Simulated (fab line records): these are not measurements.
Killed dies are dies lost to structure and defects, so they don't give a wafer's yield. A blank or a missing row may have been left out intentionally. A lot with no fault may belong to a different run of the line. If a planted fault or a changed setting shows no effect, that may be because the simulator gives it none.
Which of the tools did it? ; flow n5_finfet ; 15 lots, 42 wafers sampled, at 4 steps of a route of 1938

## WHAT THE GAUGES SHOWED, per wafer
N5_BEOL_M14_OVL_MEAS_11. Usual: V13_OVL -3 nm, standard deviation 5.1.
lot;measured;on;V13_OVL (nm);flag
L512;day 11 08:58;overlay-02;-4 -6 -8;
L511;day 11 15:13;overlay-02;-3 -11 -9;
L514;day 11 15:27;overlay-02;-;OFF
L515;day 11 21:44;overlay-02;- - -;OFF
L516;day 12 04:48;overlay-02;- - -;OFF
L513;day 12 05:13;overlay-02;-8 -4 -3;
L522;day 14 04:07;overlay-01;1 4 -4;
L523;day 14 12:58;overlay-01;-1 6 7;
L526;day 14 18:19;overlay-02;-6 -3 0;
L527;day 15 03:17;overlay-02;-4 -13 -8;
L528;day 15 07:07;overlay-01;0 -2 1;
L530;day 15 11:37;overlay-02;-4 5;
L529;day 15 20:53;overlay-01;-1 -1 -2;
L532;day 16 04:46;overlay-02;-8 -4 -12;
L531;day 16 05:26;overlay-01;-8 -7 1;

## TOOL THAT RAN EACH LOT (tool first, then ch and the chambers of the sampled wafers, then the start)
lot;N5_BEOL_M13_SPUTTER_44;N5_BEOL_M13_ANNEAL_48;N5_BEOL_M14_PEB_08
L512;pvd_sputter-02, day 11 06:59;rtp_anneal-02 ch 0, day 11 07:20;litho_track-03 ch 0, day 11 08:49
L511;pvd_sputter-03, day 11 13:33;rtp_anneal-01 ch 0, day 11 13:58;litho_track-01 ch 0, day 11 15:05
L514;pvd_sputter-02, day 11 13:38;rtp_anneal-02 ch 0, day 11 14:14;litho_track-04, day 11 15:19
L515;pvd_sputter-01, day 11 20:04;rtp_anneal-01 ch 0, day 11 20:28;litho_track-03, day 11 21:35
L516;pvd_sputter-03, day 12 03:05;rtp_anneal-01 ch 0, day 12 03:29;litho_track-01, day 12 04:39
L513;pvd_sputter-01, day 12 03:25;rtp_anneal-01 ch 0, day 12 03:47;litho_track-01 ch 0, day 12 05:04
L522;pvd_sputter-01, day 14 02:13;rtp_anneal-02 ch 0, day 14 02:43;litho_track-03 ch 0, day 14 03:58
L523;pvd_sputter-02, day 14 11:18;rtp_anneal-01 ch 0, day 14 11:40;litho_track-04 ch 0, day 14 12:50
L526;pvd_sputter-01, day 14 16:30;rtp_anneal-01 ch 0, day 14 17:00;litho_track-04 ch 0, day 14 18:10
L527;pvd_sputter-02, day 15 00:32;rtp_anneal-02 ch 0, day 15 01:44;litho_track-01 ch 0, day 15 03:08
L528;pvd_sputter-02, day 15 05:17;rtp_anneal-02 ch 0, day 15 05:40;litho_track-03 ch 0, day 15 06:58
L530;pvd_sputter-02, day 15 09:56;rtp_anneal-02 ch 0, day 15 10:23;litho_track-03 ch 0, day 15 11:28
L529;pvd_sputter-01, day 15 18:52;rtp_anneal-01 ch 0, day 15 19:25;litho_track-01 ch 0, day 15 20:44
L532;pvd_sputter-01, day 16 03:06;rtp_anneal-01 ch 0, day 16 03:31;litho_track-01 ch 0, day 16 04:38
L531;pvd_sputter-02, day 16 03:38;rtp_anneal-01 ch 0, day 16 04:00;litho_track-04 ch 0, day 16 05:17
- N5_BEOL_M13_SPUTTER_44: material Ta, target thk 10 nm, time 16.13 s.
- N5_BEOL_M13_ANNEAL_48: time 90 s.
- N5_BEOL_M14_PEB_08: peb time 90 s.

## WHAT THE TOOLS THEMSELVES READ (means of the sampled wafers that have a number; where no wafer has one, the mark that the record gives instead)
N5_BEOL_M13_SPUTTER_44. Usual: chamber_pressure_pa 0.06999 Pa, standard deviation 0.00014; throttle_valve_pct 30.0 %, standard deviation 1.5.
lot;tool;chamber_pressure_pa (Pa);throttle_valve_pct (%);flag
L512;pvd_sputter-02;0.06996;30.4;
L511;pvd_sputter-03;0.06982;30.1;
L514;pvd_sputter-02;0.06999;31.7;
L515;pvd_sputter-01;0.07009;29.1;
L516;pvd_sputter-03;0.07013;30.9;
L513;pvd_sputter-01;0.07009;29.7;
L522;pvd_sputter-01;0.06987;29.0;
L523;pvd_sputter-02;0.06999;29.8;
L526;pvd_sputter-01;0.07004;30.1;
L527;pvd_sputter-02;0.06979;29.8;
L528;pvd_sputter-02;0.06981;28.5;
L530;pvd_sputter-02;0.07007;29.1;
L529;pvd_sputter-01;0.07002;29.1;
L532;pvd_sputter-01;0.07004;29.5;
L531;pvd_sputter-02;0.06991;31.2;

N5_BEOL_M13_ANNEAL_48. Usual: wafer_temp_C_max 225.72, standard deviation 0.3.
lot;tool;wafer_temp_C_max;flag
L512;rtp_anneal-02;226.24;
L511;rtp_anneal-01;225.70;
L514;rtp_anneal-02;225.88;
L515;rtp_anneal-01;225.55;
L516;rtp_anneal-01;225.53;
L513;rtp_anneal-01;225.38;
L522;rtp_anneal-02;225.89;
L523;rtp_anneal-01;225.75;
L526;rtp_anneal-01;225.30;
L527;rtp_anneal-02;226.00;
L528;rtp_anneal-02;225.81;
L530;rtp_anneal-02;225.92;
L529;rtp_anneal-01;225.67;
L532;rtp_anneal-01;225.38;
L531;rtp_anneal-01;225.44;

N5_BEOL_M14_PEB_08. Usual: chill_plate_temp_C 23.00 C, standard deviation 0.11; exhaust_pa 45.0 Pa, standard deviation 0.86.
lot;tool;chill_plate_temp_C (C);exhaust_pa (Pa);flag
L512;litho_track-03;23.13;44.4;
L511;litho_track-01;22.93;44.9;
L514;litho_track-04;-;-;OFF
L515;litho_track-03;-;-;OFF
L516;litho_track-01;-;-;OFF
L513;litho_track-01;23.00;44.9;
L522;litho_track-03;22.83;45.4;
L523;litho_track-04;23.03;45.1;
L526;litho_track-04;22.92;47.0;
L527;litho_track-01;22.94;44.2;
L528;litho_track-03;22.92;45.6;
L530;litho_track-03;22.88;44.0;
L529;litho_track-01;23.05;45.7;
L532;litho_track-01;23.11;45.5;
L531;litho_track-04;22.98;44.4;

## THE ANSWER, worked out from the rows above alone
Rule: lot off if the mean of its wafers having a number is beyond 3 standard deviations from the usual mean. A lot without any number at a reading at which 4 lots or more have one is off too. Where the step has rows for the other lots, those lots are counted as sound. First the gauges in route order, then the tools' own readings, where a lot's mean is used as printed above. The first step at which some lot is off is used, and at that step the reading that is off furthest; a lot without a number counts as furthest.
Off: at N5_BEOL_M14_OVL_MEAS_11 (V13_OVL), L514, L515, L516. Without a number there: L514, L515, L516.
A tool fits if, at a process step before that reading, it ran every lot that is off, and no sound lot after the first of them. Not tried: the gauges at N5_BEOL_M14_OVL_MEAS_11; whatever is off there is also off at N5_BEOL_M14_PEB_08, on other tools, and gauge error can't account for it. No candidate that was tried fits.

## WHAT HAD BEEN PUT IN BY THE SIMULATOR
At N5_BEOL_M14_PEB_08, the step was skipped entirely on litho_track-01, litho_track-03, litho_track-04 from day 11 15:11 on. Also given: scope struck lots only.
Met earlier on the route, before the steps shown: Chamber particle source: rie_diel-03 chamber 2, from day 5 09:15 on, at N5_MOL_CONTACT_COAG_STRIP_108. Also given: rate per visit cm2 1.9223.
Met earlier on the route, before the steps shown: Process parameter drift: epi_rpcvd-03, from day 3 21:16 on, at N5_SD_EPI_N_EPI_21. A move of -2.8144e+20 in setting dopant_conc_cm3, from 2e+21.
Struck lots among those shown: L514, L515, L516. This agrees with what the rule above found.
